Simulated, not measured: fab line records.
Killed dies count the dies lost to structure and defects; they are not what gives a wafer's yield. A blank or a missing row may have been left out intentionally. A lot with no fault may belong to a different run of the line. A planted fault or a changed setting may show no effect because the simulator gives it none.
fab line records	flow n5Finfet
[record] lots = 9	wafers = 26	lastDay = 18
route steps=1938 shown MOL_CONTACT_COAG@617 BEOL_M0_SAQP@634 BEOL_M4@1111 PASSIVATION@1936
lots that met no fault: taken from a fault-free run of the same line
startH: start of the lot's first displayed wafer, in hours after the record's first day	waitH: hours from the lot's prior step to this one	" the same as in the row above	L1.1+2: a single row standing in for several wafers	- no value, or no start given	* or withheld: withheld	< > ~ a bound
route shown NAME@n: NAME is a module with steps in the file, n the number in the route of the first one	usual: mean/standard deviation of fault-free wafers	same: alike in all rows	chamber/n: place in a boat	sites: each site's reading	_std_site: the standard deviation of these	_edge_site: the outer-site mean with the inner-site mean subtracted	radiusMm: for every site, how far away it sits from the centre of the wafer	mask NAME#n: copy n	behind: the last tool/chamber to shape the wafer	hold: what put the lot on hold/how long, in hours/how the hold closed	device: whichever transistor did not switch (one of n, p or np)	end of line: the route-end tests of the same wafers	a step without rows: its recipe alone	killed: not the wafer's yield, but the dies lost to structure and defects at the first sort	map: per-die view of a wafer (x killed, . not killed, _ where there is no die)
set.NAME: the setting as run; set.NAME@STEP: as run at that earlier step	model.NAME: the simulator's own value behind a step, which no gauge read
the route's steps for a sample of lots (tables are steps, rows are wafers)
services: the hour from which a tool's chamber was out of use, counted from the record's first day as startH (under 0 if before that day), plus the number of hours and why
[[steps]]
[step N5_MOL_CONTACT_COAG_ETCH_48]
[recipe] chemistry = C4F6/O2	targetDepthA = 150	overetchA = 45	maskMaterial = SOC	target = SiOC	biasW = 465	pressureMtorr = 10	timeS = 17	sourceW = 335	Ar_flow_sccm = 300	C4F6_flow_sccm = 10	O2_flow_sccm = 10	ionEnergyEv = 576
[usual] drypumpMotorCurrentA = 5.6/0.52	oesProductAu = 0.67/0.075	rfVppV = 1590/22	showerheadPlenumPTorr = 2.87/0.1	throttleValvePct = 40.7/0.36
lot.wafer	tool	chamber	startH	waitH	drypumpMotorCurrentA	oesProductAu	rfHoursCounterH	rfVppV	showerheadPlenumPTorr	throttleValvePct
L280.1	rieDiel-03	1	105.19	0.0	6.3	0.69	74	1621	2.90	40.8
L280.3	"	0	"	"	5.2	0.70	82	1594	2.98	40.9
L280.5	"	0	"	"	5.2	0.66	-	1594	2.98	40.9
L281.1	rieDiel-03	3	110.00	0.0	5.7	0.64	70	1573	2.77	41.0
L281.4	"	2	"	"	5.6	0.70	49	1622	2.76	40.3
L281.6	"	3	"	"	5.7	0.69	-	1573	2.77	41.0
L283.2	rieDiel-03	1	116.14	0.0	6.3	0.69	76	1622	2.90	40.8
L283.3	"	0	"	"	5.2	0.62	84	1591	2.98	40.8
L283.4	"	3	"	"	5.7	0.70	71	1572	2.77	41.0
L284.1	rieDiel-03	3	128.57	0.0	5.7	0.69	74	1572	2.77	41.0
L284.3	"	0	"	"	5.2	0.68	87	1592	2.98	40.9
L284.6	"	3	"	"	5.7	0.66	-	1572	2.77	41.0
L286.1	rieDiel-03	0	136.18	0.0	5.2	0.67	89	1594	2.97	40.9
L286.3	"	3	"	"	5.7	0.62	77	1573	2.76	41.0
L286.4	"	1	"	"	6.3	0.66	81	1623	2.89	40.8
L293.1	rieDiel-06	1	174.97	0.0	5.9	0.71	33	1608	3.02	40.9
L293.4	"	3	"	"	4.9	0.80	22	1619	3.04	40.7
L293.5	"	1	"	"	5.9	0.77	-	1608	3.02	40.9
L294.5	rieDiel-04	0	191.47	0.0	5.0	0.71	-	1558	2.77	40.7
L294.6	"	3	"	"	5.8	0.64	-	1562	2.85	40.3
L296.1	rieDiel-04	2	202.62	0.0	6.8	0.57	223	1587	2.82	41.3
L296.3	"	1	"	"	5.7	0.62	184	1568	2.70	39.9
L296.6	"	1	"	"	5.7	0.62	-	1567	2.70	39.9
L301.2	rieDiel-06	1	226.58	0.0	5.9	0.73	52	1607	3.01	40.9
L301.4	"	1	"	"	5.9	0.69	-	1608	3.01	40.8
L301.5	"	3	"	"	5.0	0.70	-	1617	3.03	40.7
[step N5_MOL_CONTACT_COAG_STRIP_72]
[recipe] chemistry = N2/H2	powerW = 450	tempC = 40	pressureMtorr = 20	rfFrequencyHz = 6e+07	overashFraction = 3	biasPowerW = 7	h2Frac = 0.5	n2FlowSccm = 200	h2FlowSccm = 200
[usual] drypumpMotorCurrentA = 5.6/0.52	n2FlowSccm = 200.0/0.56	oesProductAu = 0.81/0.088	rfVppV = 59.2/2	showerheadPlenumPTorr = 2.55/0.092	throttleValvePct = 23.51/0.28
lot.wafer	tool	chamber	startH	waitH	drypumpMotorCurrentA	n2FlowSccm	oesProductAu	rfHoursCounterH	rfVppV	showerheadPlenumPTorr	throttleValvePct
L280.1	rieDiel-03	1	105.25	0.0	6.3	199.6	0.84	74	58.4	2.56	23.05
L280.3	"	0	"	"	5.2	199.2	0.80	82	60.2	2.65	23.44
L280.5	"	0	"	"	5.2	200.1	0.81	-	57.1	2.65	23.49
L281.1	rieDiel-03	3	110.06	0.0	5.7	200.3	0.81	70	57.8	2.46	23.58
L281.4	"	2	"	"	5.6	199.8	0.88	49	55.8	2.47	23.76
L281.6	"	3	"	"	5.7	199.7	0.83	-	61.2	2.46	23.58
L283.2	rieDiel-03	1	116.20	0.0	6.3	199.5	0.84	76	59.9	2.56	23.01
L283.3	"	0	"	"	5.2	199.6	0.80	84	58.8	2.65	23.48
L283.4	"	3	"	"	5.7	199.7	0.84	71	58.0	2.46	23.52
L284.1	rieDiel-03	3	128.63	0.0	5.7	199.6	0.85	74	58.6	2.46	23.54
L284.3	"	0	"	"	5.2	200.6	0.81	87	58.1	2.65	23.51
L284.6	"	3	"	"	5.7	199.8	0.84	-	57.0	2.46	23.56
L286.1	rieDiel-03	0	136.24	0.0	5.2	199.8	0.79	89	61.2	2.65	23.51
L286.3	"	3	"	"	5.7	199.6	0.83	77	58.8	2.46	23.54
L286.4	"	1	"	"	6.3	200.0	0.82	81	56.7	2.55	23.07
L293.1	rieDiel-06	1	175.03	0.0	5.9	199.7	0.90	33	61.3	2.71	23.57
L293.4	"	3	"	"	4.9	199.7	0.93	22	61.6	2.69	23.38
L293.5	"	1	"	"	5.9	200.0	0.90	-	61.3	2.71	23.52
L294.5	rieDiel-04	0	191.53	0.0	4.9	200.2	0.83	-	59.6	2.45	23.68
L294.6	"	3	"	"	5.8	200.2	0.68	-	59.1	2.52	23.18
L296.1	rieDiel-04	2	202.68	0.0	6.8	199.7	0.67	223	63.2	2.51	24.10
L296.3	"	1	"	"	5.7	198.9	0.74	184	58.2	2.42	23.14
L296.6	"	1	"	"	5.8	200.1	0.72	-	59.9	2.42	23.13
L301.2	rieDiel-06	1	226.63	0.0	5.9	199.8	0.87	52	63.8	2.70	23.55
L301.4	"	1	"	"	5.9	199.4	0.87	-	60.0	2.70	23.52
L301.5	"	3	"	"	5.0	200.1	0.91	-	62.6	2.68	23.39
[step N5_BEOL_M0_SAQP_HM_DEP_02]
[recipe] material = TiN	targetThkA = 120	tempC = 25	chamberPressurePa = 0.49996
[usual] throttleValvePct = 29.9/1.2
lot.wafer	tool	chamber	startH	waitH	throttleValvePct
L280.1	pvdSputter-01	-	110.20	0.6	30.3
L280.3	"	-	"	"	31.6
L280.5	"	-	"	"	31.6
L281.1	pvdSputter-02	-	116.07	1.3	29.6
L281.4	"	-	"	"	28.4
L281.6	"	-	"	"	29.6
L283.2	pvdSputter-01	-	123.42	0.1	31.7
L283.3	"	-	"	"	31.7
L283.4	"	-	"	"	30.6
L284.1	pvdSputter-01	-	134.23	1.2	30.4
L284.3	"	-	"	"	31.7
L284.6	"	-	"	"	31.3
L286.1	pvdSputter-03	-	142.61	2.0	30.0
L286.3	"	-	"	"	28.2
L286.4	"	-	"	"	30.4
L293.1	pvdSputter-01	-	185.27	3.2	31.5
L293.4	"	-	"	"	31.9
L293.5	"	-	"	"	30.6
L294.5	pvdSputter-02	-	198.37	2.4	28.4
L294.6	"	-	"	"	28.7
L296.1	pvdSputter-01	-	207.64	0.3	30.5
L296.3	"	-	"	"	31.5
L296.6	"	-	"	"	30.7
L301.2	pvdSputter-03	-	234.57	1.2	30.0
L301.4	"	-	"	"	28.3
L301.5	"	-	"	"	28.0
[step N5_BEOL_M0_SAQP_PECVD_96]
[recipe] material = a-Si	targetThkA = 450	tempC = 350	precursor = SiH4/He	pressureTorr = 3	rfW = 100	timeS = 45.2
[usual] heaterPowerW = 697/85	runLengthS = 81.3/0.51	showerheadPlenumPTorr = 5.69/0.069	showerheadVppV = 609/23	throttleValvePct = 18.7/1.9
lot.wafer	tool	chamber	startH	waitH	heaterPowerW	runLengthS	showerheadPlenumPTorr	showerheadVppV	throttleValvePct
L280.1	pecvd-03	1	110.36	0.0	684	81.4	5.76	632	19.1
L280.3	"	0	"	"	727	81.8	5.63	585	22.1
L280.5	"	2	"	"	778	80.6	5.76	585	16.2
L281.1	pecvd-01	1	116.22	0.0	533	81.9	5.72	636	18.2
L281.4	"	2	"	"	766	81.2	5.65	613	17.1
L281.6	"	0	"	"	668	81.4	5.77	648	17.0
L283.2	pecvd-03	0	123.57	0.0	691	81.8	5.64	578	22.1
L283.3	"	2	"	"	807	80.4	5.75	595	16.4
L283.4	"	1	"	"	709	81.5	5.75	625	18.9
L284.1	pecvd-01	0	134.38	0.0	705	81.0	5.76	661	17.3
L284.3	"	2	"	"	745	81.2	5.66	612	17.1
L284.6	"	0	"	"	690	80.8	5.76	650	17.4
L286.1	pecvd-02	1	142.77	0.0	619	81.1	5.69	593	18.9
L286.3	"	2	"	"	852	81.0	5.61	629	19.7
L286.4	"	2	"	"	850	80.7	5.59	621	19.7
L293.1	pecvd-03	0	185.42	0.0	710	82.3	5.63	579	22.2
L293.4	"	2	"	"	791	80.8	5.75	600	16.5
L293.5	"	0	"	"	695	79.6	5.62	574	21.9
L294.5	pecvd-03	0	198.49	0.0	698	79.8	5.64	573	22.2
L294.6	"	2	"	"	767	80.4	5.75	595	16.4
L296.1	pecvd-03	2	207.79	0.0	776	80.4	5.74	598	16.2
L296.3	"	1	"	"	601	79.6	5.79	632	19.0
L296.6	"	1	"	"	638	81.0	5.77	623	19.0
L301.2	pecvd-01	1	234.73	0.0	536	81.7	5.72	641	18.5
L301.4	"	0	"	"	692	81.3	5.77	655	17.1
L301.5	"	2	"	"	834	81.3	5.64	609	17.5
[step N5_BEOL_M4_RC_MEAS_101]
[usual] DIBL_N = 36.0/2.2	DIBL_P = 36.2/2.4	IOFF_N = 0.16/0.035	IOFF_P = 0.21/0.037	ION_N = 672/13	ION_P = 461/7	SS_N = 71.4/0.69	SS_P = 73.2/0.75	VT_N = 250/3.4	VT_P = -251/3
lot.wafer	tool	chamber	startH	waitH	DIBL_N[mV/V]	DIBL_P[mV/V]	IOFF_N[nA/um]	IOFF_P[nA/um]	ION_N[uA/um]	ION_P[uA/um]	SS_N[mV/dec]	SS_P[mV/dec]	VT_N[mV]	VT_P[mV]
L280.1	prober-01	0	205.02	0.0	33.9	34.2	0.12	0.17	659	451	71.3	73.7	252	-257
L280.3	"	0	"	"	35.4	35.7	0.16	0.19	677	457	71.1	73.4	250	-253
L280.5	"	0	"	"	35.7	36.5	0.17	0.21	694	467	70.8	73.6	246	-252
L281.1	prober-02	0	207.70	0.0	33.4	33.8	0.13	0.17	678	460	70.8	72.1	252	-251
L281.4	"	0	"	"	30.8	32.2	0.10	0.16	659	462	70.2	72.1	257	-254
L281.6	"	0	"	"	33.7	34.7	0.14	0.19	679	465	70.8	72.4	249	-253
L283.2	prober-01	0	207.96	0.3	37.4	36.8	0.14	0.21	676	465	71.4	73.0	254	-247
L283.3	"	0	"	"	36.3	36.0	0.13	0.20	670	468	71.3	72.5	252	-250
L283.4	"	0	"	"	33.0	32.4	0.09	0.15	649	456	70.2	72.0	257	-251
L284.1	prober-02	0	232.31	0.0	34.8	35.5	0.14	0.20	672	463	70.9	73.6	252	-252
L284.3	"	0	"	"	34.9	35.1	0.14	0.20	666	462	70.7	72.9	251	-248
L284.6	"	0	"	"	33.5	34.3	0.12	0.18	661	457	70.3	72.7	254	-251
L286.1	prober-01	0	235.09	0.0	35.2	34.8	0.14	0.18	665	455	71.1	72.2	253	-255
L286.3	"	0	"	"	32.3	32.9	0.11	0.16	655	454	70.3	71.8	254	-252
L286.4	"	0	"	"	35.6	36.0	0.14	0.19	667	461	71.0	72.8	251	-254
L293.1	prober-01	0	270.87	0.0	37.0	37.3	0.17	0.23	671	464	72.0	73.7	249	-248
L293.4	"	0	"	"	35.4	34.3	0.15	0.19	675	463	71.1	72.8	248	-253
L293.5	"	0	"	"	37.6	37.9	0.19	0.25	684	467	72.0	73.7	248	-249
L294.5	prober-02	0	302.73	0.6	36.6	37.7	0.17	0.22	665	464	72.0	73.7	251	-252
L294.6	"	0	"	"	34.8	36.3	0.15	0.20	669	458	71.0	73.3	250	-253
L296.1	prober-02	0	303.93	0.0	34.0	34.4	0.13	0.17	664	454	71.3	72.1	252	-252
L296.3	"	0	"	"	35.8	34.3	0.15	0.17	663	451	71.9	73.3	253	-250
L296.6	"	0	"	"	34.9	34.8	0.14	0.18	663	455	72.2	72.4	252	-253
L301.2	prober-02	0	333.93	0.2	36.0	34.2	0.14	0.21	677	467	71.6	73.0	251	-244
L301.4	"	0	"	"	39.7	38.0	0.20	0.28	687	476	71.6	73.2	247	-243
L301.5	"	0	"	"	38.7	37.5	0.18	0.26	677	471	71.9	73.5	247	-245
[step N5_PASSIVATION_PROBE_49]
[usual] defectLimitedYield = 91.2/1.4	killed_at_M0_to_M3 = 34/9.4	killed_at_M4_up = 14/5.6	killedAtContacts = 13/7.8	killedAtFrontEnd = 37/10	killedAtOther = 4/3.3	killedDies = 103/17	killedOpen = 68/13	killedShort = 33/8.2	sort_bin_5_function = 5.1/0.92	sort_bin_6_memory = 3.3/0.71	sortNPass = 1077/17	sortYieldPct = 91.2/1.4
[same] grossDies = 1180	killedAtBackSide = 0	sort_bin_4_leakage[%] = 0	sort_bin_8_speed[%] = 0
lot.wafer	tool	chamber	startH	waitH	defectLimitedYield[%]	killed_at_M0_to_M3	killed_at_M4_up	killedAtContacts	killedAtFrontEnd	killedAtOther	killedDies	killedOpen	killedShort	sort_bin_5_function[%]	sort_bin_6_memory[%]	sortNPass	sortYieldPct[%]
L283.2	prober-02	-	309.09	0.1	91.9	11	16	30	36	3	96	71	25	5.2	2.9	1084	91.9
L283.3	prober-02	-	309.14	0.1	88.6	39	23	21	42	9	134	88	46	7.0	4.0	1046	88.6
L283.4	prober-02	-	309.19	0.2	90.1	46	6	14	50	1	117	66	50	6.4	3.2	1063	90.1
L280.1	prober-02	-	310.47	0.0	88.2	43	12	29	55	0	139	95	43	6.5	4.8	1041	88.2
L280.3	prober-02	-	310.57	0.1	91.9	31	14	22	28	0	95	66	26	4.1	3.6	1085	91.9
L280.5	prober-02	-	310.67	0.2	90.6	38	9	20	31	13	111	71	40	5.0	4.1	1069	90.6
L281.1	prober-02	-	318.06	0.0	90.9	32	13	10	50	2	107	62	45	5.0	3.6	1073	90.9
L281.4	prober-02	-	318.21	0.2	92.3	32	18	1	40	0	91	65	26	4.2	3.4	1089	92.3
L281.6	prober-02	-	318.31	0.3	91.6	31	13	8	46	1	99	64	35	5.6	2.5	1081	91.6
L284.1	prober-01	-	333.99	0.0	93.6	25	12	8	29	1	75	45	26	4.1	2.1	1105	93.6
L284.3	prober-01	-	334.09	0.1	90.1	24	15	24	51	3	117	81	28	5.1	4.2	1063	90.1
L284.6	prober-01	-	334.24	0.3	89.8	39	27	19	31	4	120	75	37	5.8	3.5	1060	89.8
L286.1	prober-01	-	338.14	0.0	89.8	52	20	7	40	1	120	87	32	5.6	4.3	1060	89.8
L286.3	prober-01	-	338.24	0.1	90.4	52	18	6	32	5	113	71	42	5.6	3.6	1067	90.4
L286.4	prober-01	-	338.29	0.2	90.6	51	13	6	40	1	111	79	32	5.1	4.1	1069	90.6
L293.1	prober-02	-	382.95	0.0	91.8	30	20	15	29	3	97	66	29	5.4	2.5	1083	91.8
L293.4	prober-02	-	383.10	0.2	93.1	30	12	7	30	3	82	56	25	4.3	2.5	1098	93.1
L293.5	prober-02	-	383.15	0.2	90.0	35	25	8	41	9	118	77	37	6.1	3.7	1062	90.0
L296.1	prober-02	-	416.83	0.0	93.0	30	13	3	28	9	83	51	29	4.2	2.5	1097	93.0
L296.3	prober-02	-	416.93	0.1	92.2	22	14	13	40	3	92	56	24	4.0	2.5	1088	92.2
L296.6	prober-02	-	417.08	0.3	91.8	32	16	13	31	5	97	60	26	3.7	3.2	1083	91.8
L294.5	prober-02	-	418.87	0.2	91.9	30	11	5	40	9	95	68	25	4.4	3.6	1085	91.9
L294.6	prober-02	-	418.92	0.3	92.0	41	4	14	33	2	94	67	25	4.7	2.8	1086	92.0
L301.2	prober-01	-	441.26	0.3	91.9	51	11	7	26	1	96	61	34	5.0	2.9	1084	91.9
L301.4	prober-01	-	441.36	0.4	89.1	55	23	16	34	1	129	90	28	5.8	4.2	1051	89.1
L301.5	prober-01	-	441.41	0.4	87.9	67	12	31	31	2	143	104	38	8.0	3.6	1037	87.9
// killed by level:class
L283.2 MOL_CONTACT_COAG:geometricParticle:open=22 STI_FIN_REVEAL:geometricParticle:open=14 FIN_SAQP:geometricParticle:open=9 MOL_CONTACT_COAG:geometricParticle:short=8 BEOL_M4:geometricParticle:open=7 BEOL_M7:geometricParticle:open=4 GATE_CUT:geometricParticle:short=3 FIN_SAQP:geometricParticle:short=3
L283.3 MOL_CONTACT_COAG:geometricParticle:open=19 BEOL_M0_SAQP:geometricParticle:open=13 BEOL_M0_SAQP:geometricParticle:short=10 FIN_SAQP:geometricParticle:short=9 FIN_SAQP:geometricParticle:open=9 STI_FIN_REVEAL:geometricParticle:open=9 BEOL_M4:geometricParticle:open=9 BEOL_M2:geometricParticle:open=6
L283.4 FIN_SAQP:geometricParticle:short=18 BEOL_M0_SAQP:geometricParticle:open=13 MOL_CONTACT_COAG:geometricParticle:open=10 BEOL_M0_SAQP:geometricParticle:short=9 BEOL_M2:geometricParticle:open=9 STI_FIN_REVEAL:geometricParticle:open=8 BEOL_M3:geometricParticle:open=6 BEOL_M1:geometricParticle:open=5
L280.1 MOL_CONTACT_COAG:geometricParticle:open=18 BEOL_M0_SAQP:geometricParticle:open=14 FIN_SAQP:geometricParticle:open=11 MOL_CONTACT_COAG:geometricParticle:short=11 STI_FIN_REVEAL:geometricParticle:open=10 DUMMY_GATE:geometricParticle:open=10 FIN_SAQP:geometricParticle:short=9 BEOL_M2:geometricParticle:open=9
L280.3 MOL_CONTACT_COAG:geometricParticle:open=21 BEOL_M3:geometricParticle:open=9 FIN_SAQP:geometricParticle:short=7 BEOL_M0_SAQP:geometricParticle:open=6 BEOL_M4:geometricParticle:open=6 DUMMY_GATE:geometricParticle:open=4 BEOL_M0_SAQP:geometricParticle:short=4 BEOL_M2:geometricParticle:open=4
L280.5 MOL_CONTACT_COAG:geometricParticle:open=14 MIM_TOP:geometricParticle:short=8 BEOL_M0_SAQP:geometricParticle:open=8 BEOL_M3:geometricParticle:open=8 FIN_SAQP:geometricParticle:open=6 FIN_SAQP:geometricParticle:short=6 MOL_CONTACT_COAG:geometricParticle:short=6 BEOL_M0_SAQP:geometricParticle:short=6
L281.1 STI_FIN_REVEAL:geometricParticle:open=13 BEOL_M3:geometricParticle:open=10 MOL_CONTACT_COAG:geometricParticle:open=9 ILD0:geometricParticle:short=7 STARTING-WAFER:geometricParticle:short=5 FIN_SAQP:geometricParticle:short=4 BEOL_M0:geometricParticle:open=4 BEOL_M0_SAQP:geometricParticle:short=4
L281.4 STI_FIN_REVEAL:geometricParticle:open=14 BEOL_M1:geometricParticle:open=7 BEOL_M2:geometricParticle:open=7 BEOL_M5:geometricParticle:open=7 DUMMY_GATE:geometricParticle:open=6 BEOL_M3:geometricParticle:open=6 STI_FIN_REVEAL:geometricParticle:short=5 BEOL_M3:geometricParticle:short=5
L281.6 STI_FIN_REVEAL:geometricParticle:open=17 BEOL_M0_SAQP:geometricParticle:short=12 MOL_CONTACT_COAG:geometricParticle:open=6 FIN_SAQP:geometricParticle:short=5 STI_FIN_REVEAL:geometricParticle:short=5 BEOL_M0_SAQP:geometricParticle:open=5 BEOL_M7:geometricParticle:open=4 BEOL_M0:geometricParticle:open=4
L284.1 GATE_CUT:geometricParticle:open=7 MOL_CONTACT_COAG:geometricParticle:open=6 FIN_SAQP:geometricParticle:open=5 BEOL_M1:geometricParticle:open=5 BEOL_M3:geometricParticle:open=5 BEOL_M4:geometricParticle:open=5 BEOL_M0_SAQP:geometricParticle:short=4 STARTING-WAFER:geometricParticle:short=4
L284.3 MOL_CONTACT_COAG:geometricParticle:open=21 FIN_SAQP:geometricParticle:open=15 GATE_CUT:geometricParticle:short=8 BEOL_M0_SAQP:geometricParticle:open=7 BEOL_M3:geometricParticle:open=6 STI_FIN_REVEAL:geometricParticle:open=5 HKMG_FIN:areaEtch=5 STARTING-WAFER:geometricParticle:open=4
L284.6 MOL_CONTACT_COAG:geometricParticle:open=17 BEOL_M3:geometricParticle:open=9 BEOL_M0_SAQP:geometricParticle:open=8 BEOL_M4:geometricParticle:short=7 BEOL_M4:geometricParticle:open=6 DUMMY_GATE:geometricParticle:open=6 HKMG_FIN:areaEtch=6 FIN_SAQP:geometricParticle:open=5
L286.1 BEOL_M2:geometricParticle:open=18 STI_FIN_REVEAL:geometricParticle:open=17 BEOL_M4:geometricParticle:open=13 BEOL_M0_SAQP:geometricParticle:open=11 STI_FIN_REVEAL:geometricParticle:short=9 MOL_CONTACT_COAG:geometricParticle:open=6 BEOL_M2:geometricParticle:short=6 BEOL_M3:geometricParticle:open=6
L286.3 BEOL_M4:geometricParticle:open=13 BEOL_M0_SAQP:geometricParticle:open=10 BEOL_M3:geometricParticle:open=9 BEOL_M0_SAQP:geometricParticle:short=8 BEOL_M1:geometricParticle:open=8 BEOL_M2:geometricParticle:open=8 FIN_SAQP:geometricParticle:short=6 MOL_CONTACT_COAG:geometricParticle:open=5
L286.4 STI_FIN_REVEAL:geometricParticle:open=18 BEOL_M2:geometricParticle:open=13 FIN_SAQP:geometricParticle:open=11 BEOL_M1:geometricParticle:open=10 BEOL_M2:geometricParticle:short=8 BEOL_M3:geometricParticle:open=7 BEOL_M4:geometricParticle:open=6 MOL_CONTACT_COAG:geometricParticle:open=5
L293.1 MOL_CONTACT_COAG:geometricParticle:open=10 BEOL_M4:geometricParticle:open=9 FIN_SAQP:geometricParticle:open=6 BEOL_M1:geometricParticle:open=6 STI_FIN_REVEAL:geometricParticle:open=5 MOL_CONTACT_COAG:geometricParticle:short=5 BEOL_M0_SAQP:geometricParticle:open=5 FIN_SAQP:geometricParticle:short=4
L293.4 BEOL_M3:geometricParticle:open=10 STI_FIN_REVEAL:geometricParticle:open=9 MOL_CONTACT_COAG:geometricParticle:open=7 FIN_SAQP:geometricParticle:short=6 BEOL_M0_SAQP:geometricParticle:open=5 BEOL_M0:geometricParticle:open=4 BEOL_M4:geometricParticle:open=4 GATE_CUT:geometricParticle:short=3
L293.5 BEOL_M4:geometricParticle:open=14 STI_FIN_REVEAL:geometricParticle:open=12 FIN_SAQP:geometricParticle:open=8 BEOL_M3:geometricParticle:open=8 MOL_CONTACT_COAG:geometricParticle:open=7 BEOL_M2:geometricParticle:open=6 BEOL_M0_SAQP:geometricParticle:short=6 BEOL_M0_SAQP:geometricParticle:open=4
L296.1 BEOL_M0_SAQP:geometricParticle:open=9 BEOL_M0_SAQP:geometricParticle:short=8 STI_FIN_REVEAL:geometricParticle:open=6 BEOL_M4:geometricParticle:open=6 FIN_SAQP:geometricParticle:open=4 BEOL_M1:geometricParticle:open=4 BEOL_M3:geometricParticle:open=4 FIN_SAQP:geometricParticle:short=3
L296.3 HKMG_FIN:areaEtch=12 MOL_CONTACT_COAG:geometricParticle:open=9 FIN_SAQP:geometricParticle:short=8 STI_FIN_REVEAL:geometricParticle:open=7 FIN_SAQP:geometricParticle:open=5 BEOL_M3:geometricParticle:open=5 BEOL_M0_SAQP:geometricParticle:open=5 BEOL_M4:geometricParticle:open=5
L296.6 MOL_CONTACT_COAG:geometricParticle:open=10 HKMG_FIN:areaEtch=9 BEOL_M0_SAQP:geometricParticle:open=8 BEOL_M3:geometricParticle:open=8 BEOL_M2:geometricParticle:open=7 FIN_SAQP:geometricParticle:open=6 FIN_SAQP:geometricParticle:short=5 BEOL_M4:geometricParticle:open=5
L294.5 BEOL_M3:geometricParticle:open=9 STI_FIN_REVEAL:geometricParticle:open=8 BEOL_M4:geometricParticle:open=8 FIN_SAQP:geometricParticle:open=6 BEOL_M1:geometricParticle:open=6 GATE_CUT:geometricParticle:short=5 MOL_CONTACT_COAG:geometricParticle:open=5 BEOL_M3:geometricParticle:short=4
L294.6 BEOL_M3:geometricParticle:open=13 MOL_CONTACT_COAG:geometricParticle:open=12 STI_FIN_REVEAL:geometricParticle:open=9 DUMMY_GATE:geometricParticle:open=6 BEOL_M0_SAQP:geometricParticle:short=6 BEOL_M1:geometricParticle:open=6 BEOL_M0_SAQP:geometricParticle:open=4 BEOL_M2:geometricParticle:open=4
L301.2 BEOL_M0_SAQP:geometricParticle:open=14 BEOL_M0_SAQP:geometricParticle:short=12 STI_FIN_REVEAL:geometricParticle:open=8 BEOL_M1:geometricParticle:open=8 BEOL_M3:geometricParticle:open=7 STARTING-WAFER:geometricParticle:short=7 STARTING-WAFER:geometricParticle:open=6 MOL_CONTACT_COAG:geometricParticle:open=5
L301.4 BEOL_M3:geometricParticle:open=15 BEOL_M1:geometricParticle:open=14 MOL_CONTACT_COAG:geometricParticle:open=13 BEOL_M4:geometricParticle:open=11 HKMG_FIN:areaEtch=9 BEOL_M0_SAQP:geometricParticle:short=8 STI_FIN_REVEAL:geometricParticle:open=7 BEOL_M1:geometricParticle:short=7
L301.5 BEOL_M3:geometricParticle:open=31 MOL_CONTACT_COAG:geometricParticle:open=23 STI_FIN_REVEAL:geometricParticle:open=10 MOL_CONTACT_COAG:geometricParticle:short=8 GATE_CUT:geometricParticle:short=7 BEOL_M4:geometricParticle:open=7 BEOL_M1:geometricParticle:open=7 BEOL_M3:geometricParticle:short=7
[[services]]
tool	chamber	startH	hours	kind
pvdSputter-02	-	86.68	1.2	repair
pecvd-02	-	108.77	0.9	repair
rieDiel-06	0	112.78	-	clean
rieDiel-06	0	112.78	-	consumableReplace:focusRing
rieDiel-06	0	112.78	17.8	scheduledDown
rieDiel-06	0	112.78	17.8	ventCycle
pecvd-01	2	118.10	5.5	scheduledDown
pvdSputter-02	-	139.65	3.9	repair
pecvd-03	1	140.91	3.5	repair
rieDiel-04	2	142.43	9.2	repair
pecvd-01	-	142.64	2.8	pm
pvdSputter-03	-	144.16	23.3	repair
pecvd-01	0	152.59	28.6	repair
rieDiel-04	3	166.11	2.1	repair
pvdSputter-02	-	183.42	2.3	repair
pecvd-01	-	188.11	1.8	repair
pecvd-02	0	192.78	19.7	repair
rieDiel-06	-	202.66	1.0	repair
pecvd-01	0	206.51	20.5	repair
rieDiel-06	2	215.81	-	clean
rieDiel-06	2	215.81	-	consumableReplace:focusRing
rieDiel-06	2	215.81	15.1	scheduledDown
rieDiel-06	2	215.81	15.1	ventCycle
pecvd-03	0	225.67	2.2	repair
[[key]]
[firstSign] step = N5_BEOL_M0_SAQP_PECVD_96	reading = runLengthS	direction = down	sigmas = 3.3	usual = *	struck = *
effect none on later readings
metAt N5_BEOL_M0_SAQP_PECVD_96
struckLots L293,L294,L296
struckWafers L293.5,L294.5,L296.3
[baselineLoss] step = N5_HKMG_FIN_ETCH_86	wafers = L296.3
notActingAt N5_MOL_CONTACT_COAG_ETCH_48,N5_MOL_CONTACT_COAG_STRIP_72,N5_BEOL_M0_SAQP_HM_DEP_02
onsetBetween 123.57 185.42
[fault] kind = processParameterDrift	tool = pecvd-03	chamber = -	onsetH = 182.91	steps = N5_BEOL_M0_SAQP_PECVD_96	channel = timeS	offset = *	shape = step	endH = 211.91	scope = struckWafersOnly	actsIn = *	stated = *
// baselineLoss: these wafers lose ten dies or more at that step, a loss of the line's own and not of a fault; the sort's usual values leave them out
